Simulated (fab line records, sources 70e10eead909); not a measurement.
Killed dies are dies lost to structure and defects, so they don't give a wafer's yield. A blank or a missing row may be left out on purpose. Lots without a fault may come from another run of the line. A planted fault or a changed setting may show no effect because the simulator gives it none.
Which tool did it? | flow nand_harc | 13 lots, 39 wafers sampled, at 5 steps of a route of 1159

WHAT THE GAUGES READ, wafer by wafer
NHARC_A_ONON_D1_THK_MEAS_05: measures by ellipsometry. Usual: thk_nm 996 nm, standard deviation 7.6.
lot  | measured     | on            | thk_nm (nm)    | flag
L530 | day 8 01:47  | film_metro-01 | 989 988 987    |
L531 | day 8 05:20  | film_metro-02 | 999 996 998    |
L535 | day 8 17:19  | film_metro-02 | 1002 1002 1000 |
L543 | day 10 19:01 | film_metro-02 | 996 994 996    |
L542 | day 10 19:02 | film_metro-02 | 997 998 997    |
L545 | day 11 14:26 | film_metro-02 | 1004 1004 1004 |
L546 | day 11 22:45 | film_metro-01 | 1002 1003 1002 |
L547 | day 11 22:46 | film_metro-02 | 999 1000 1000  |
L549 | day 12 08:35 | film_metro-01 | 1000 998 998   |
L548 | day 12 08:36 | film_metro-02 | 994 993 994    |
L550 | day 13 01:24 | film_metro-01 | 1017 1015 1018 |
L551 | day 13 01:27 | film_metro-02 | 990 989 990    |
L552 | day 13 16:52 | film_metro-02 | 996 997 997    |

NHARC_A_CHANNEL_HOLE_D1_INSPECT_12. Usual: raw_defect_count 5.7, standard deviation 2.6.
lot  | measured     | on                | raw_defect_count | flag
L530 | day 8 15:56  | defect_inspect-01 | 6 8 3            |
L531 | day 8 20:17  | defect_inspect-02 | 4 9 3            |
L535 | day 9 08:24  | defect_inspect-01 | 7 11 6           |
L543 | day 11 11:19 | defect_inspect-01 | 6 4 9            |
L542 | day 11 11:10 | defect_inspect-01 | 3 3 7            |
L545 | day 12 05:01 | defect_inspect-01 | 13 7 0           |
L546 | day 12 14:39 | defect_inspect-01 | 4 3 3            |
L547 | day 12 16:26 | defect_inspect-01 | 5 8 9            |
L549 | day 13 02:59 | defect_inspect-01 | 1 7 3            |
L548 | day 13 02:23 | defect_inspect-02 | 8 4 5            |
L550 | day 13 18:08 | defect_inspect-01 | 5 3 6            |
L551 | day 13 17:59 | defect_inspect-01 | 10 5 10          |
L552 | day 14 07:18 | defect_inspect-02 | 4 6 6            |

NHARC_A_CHANNEL_HOLE_D1_CD_MEAS_30. Usual: cd_nm 89.7 nm, standard deviation 1.7.
lot  | measured     | on        | cd_nm (nm)     | flag
L530 | day 8 23:20  | cd_sem-01 | 93.9 91.5 93.3 |
L531 | day 9 03:02  | cd_sem-01 | 88.3 89.6 89.0 |
L535 | day 9 15:58  | cd_sem-02 | 88.7 88.4 89.0 |
L543 | day 11 21:19 | cd_sem-03 | 89.7 89.9 90.3 |
L542 | day 11 18:25 | cd_sem-02 | 91.5 91.0 89.6 |
L545 | day 12 12:15 | cd_sem-02 | 89.0 92.9 93.3 |
L546 | day 12 21:28 | cd_sem-02 | 89.3 92.8 89.5 |
L547 | day 12 23:13 | cd_sem-03 | 93.4 89.7 89.9 |
L549 | day 13 09:48 | cd_sem-01 | 90.6 88.8 90.1 |
L548 | day 13 09:09 | cd_sem-01 | 89.2 89.7 88.3 |
L550 | day 14 04:55 | cd_sem-03 | 88.0 92.6 91.5 |
L551 | day 14 00:45 | cd_sem-01 | 88.9 91.3 88.6 |
L552 | day 14 14:14 | cd_sem-01 | 89.4 90.8 92.0 |

NHARC_END_SORT_01. Usual: killed_at_array 21, standard deviation 8.9; killed_at_other 0.8, standard deviation 1.3; killed_at_periphery 3.6, standard deviation 2.4; killed_dies 26, standard deviation 8.9; killed_open 3.1, standard deviation 1.8; killed_short 1.9, standard deviation 1.3.
lot  | measured     | on        | killed_at_array | killed_at_other | killed_at_periphery | killed_dies | killed_open | killed_short | flag
L545 | day 23 15:52 | prober-02 | 672 18 675      | 0 0 2           | 5 4 0               | 677 22 677  | 2 6 1       | 2 3 1        | OFF

WHICH TOOL RAN EACH LOT (tool, then ch and the chambers of the sampled wafers, then the start)
lot  | NHARC_A_CHANNEL_HOLE_D1_ETCH_16
L530 | rie_diel-01 ch 0,1,2, day 8 17:07
L531 | rie_diel-01 ch 1,3, day 8 20:56
L535 | rie_diel-01 ch 0,1,2, day 9 09:09
L543 | rie_diel-02 ch 0,1,3, day 11 12:05
L542 | rie_diel-10 ch 1,2,3, day 11 11:45
L545 | rie_diel-02 ch 0,3, day 12 06:07
L546 | rie_diel-01 ch 1,2,3, day 12 15:14
L547 | rie_diel-01 ch 0,1,2, day 12 17:02
L549 | rie_diel-01 ch 1,3, day 13 03:35
L548 | rie_diel-10 ch 1,2,3, day 13 03:06
L550 | rie_diel-10 ch 0,1,2, day 13 18:44
L551 | rie_diel-01 ch 0,2,3, day 13 18:41
L552 | rie_diel-10 ch 0,1,3, day 14 08:10
- NHARC_A_CHANNEL_HOLE_D1_ETCH_16: etches the open film in O2/COS, target depth 3100 nm, time 806 s.

WHAT THE TOOLS THEMSELVES READ (means of the sampled wafers that have a number; where no wafer has one, the mark that the record gives instead)
NHARC_A_CHANNEL_HOLE_D1_ETCH_16. Usual: cos_flow_sccm 20.00 sccm, standard deviation 0.061; drypump_motor_current_A 6.0 A, standard deviation 0.4; oes_product_au 1.004 a.u., standard deviation 0.0095; rf_vpp_V 314.1 V, standard deviation 1.6; showerhead_plenum_p_Torr 3.12 Torr, standard deviation 0.098; throttle_valve_pct 28.330 %, standard deviation 0.0094.
lot  | tool        | cos_flow_sccm (sccm) | drypump_motor_current_A (A) | oes_product_au (a.u.) | rf_vpp_V (V) | showerhead_plenum_p_Torr (Torr) | throttle_valve_pct (%) | flag
L530 | rie_diel-01 | 19.98                | 6.4                         | 1.001                 | 313.2        | 3.10                            | 28.332                 |
L531 | rie_diel-01 | 20.00                | 6.1                         | 0.997                 | 313.9        | 3.08                            | 28.328                 |
L535 | rie_diel-01 | 19.91                | 6.4                         | 0.998                 | 313.6        | 3.10                            | 28.335                 |
L543 | rie_diel-02 | 20.02                | 5.5                         | 0.996                 | 315.5        | 3.16                            | 28.333                 |
L542 | rie_diel-10 | 19.99                | 5.7                         | 1.006                 | 314.9        | 3.16                            | 28.326                 |
L545 | rie_diel-02 | 19.96                | 5.7                         | 0.867                 | 312.7        | 3.07                            | 28.343                 | OFF
L546 | rie_diel-01 | 20.00                | 6.1                         | 0.993                 | 313.1        | 3.06                            | 28.331                 |
L547 | rie_diel-01 | 20.00                | 6.4                         | 1.010                 | 313.8        | 3.10                            | 28.336                 |
L549 | rie_diel-01 | 20.00                | 6.1                         | 1.000                 | 313.6        | 3.08                            | 28.334                 |
L548 | rie_diel-10 | 20.03                | 5.7                         | 1.014                 | 314.7        | 3.16                            | 28.336                 |
L550 | rie_diel-10 | 20.01                | 5.8                         | 1.007                 | 315.4        | 3.17                            | 28.332                 |
L551 | rie_diel-01 | 20.01                | 6.3                         | 1.000                 | 313.7        | 3.10                            | 28.319                 |
L552 | rie_diel-10 | 19.96                | 5.8                         | 1.001                 | 314.8        | 3.22                            | 28.325                 |

THE ANSWER, worked out from the rows above alone
Rule: a lot is off if the mean of its wafers that have a number lies more than 3 standard deviations from the usual mean. A lot without any number at a reading at which 4 lots or more have one is off too. The other lots that the step has rows for count as sound. The gauges are gone through in route order, then the tools' own readings, and for those a lot's mean is taken as printed above. The first step at which some lot is off is used, and at that step the reading that is off furthest; a lot without a number counts as furthest.
Off: L545, at NHARC_END_SORT_01 (killed_at_array). Neither off nor sound, because the step has no rows for them: L530, L531, L535, L543, L542, L546, L547, L549, L548, L550, L551, L552.
A tool fits if, at a process step before that reading, it ran every lot that is off, and no sound lot after the first of them. The gauges at NHARC_END_SORT_01 aren't tried: what is off there is off at NHARC_A_CHANNEL_HOLE_D1_ETCH_16 too, on other tools, and a gauge's error can't cause that. One fits: rie_diel-02 at NHARC_A_CHANNEL_HOLE_D1_ETCH_16. It ran no sound lot before its first lot that is off in this sample, so the start can't be narrowed down.

WHAT THE SIMULATOR HAD PUT IN
Process parameter drift: rie_diel-02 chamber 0, from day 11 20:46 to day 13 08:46, at NHARC_A_CHANNEL_HOLE_D1_ETCH_16. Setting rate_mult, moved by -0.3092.
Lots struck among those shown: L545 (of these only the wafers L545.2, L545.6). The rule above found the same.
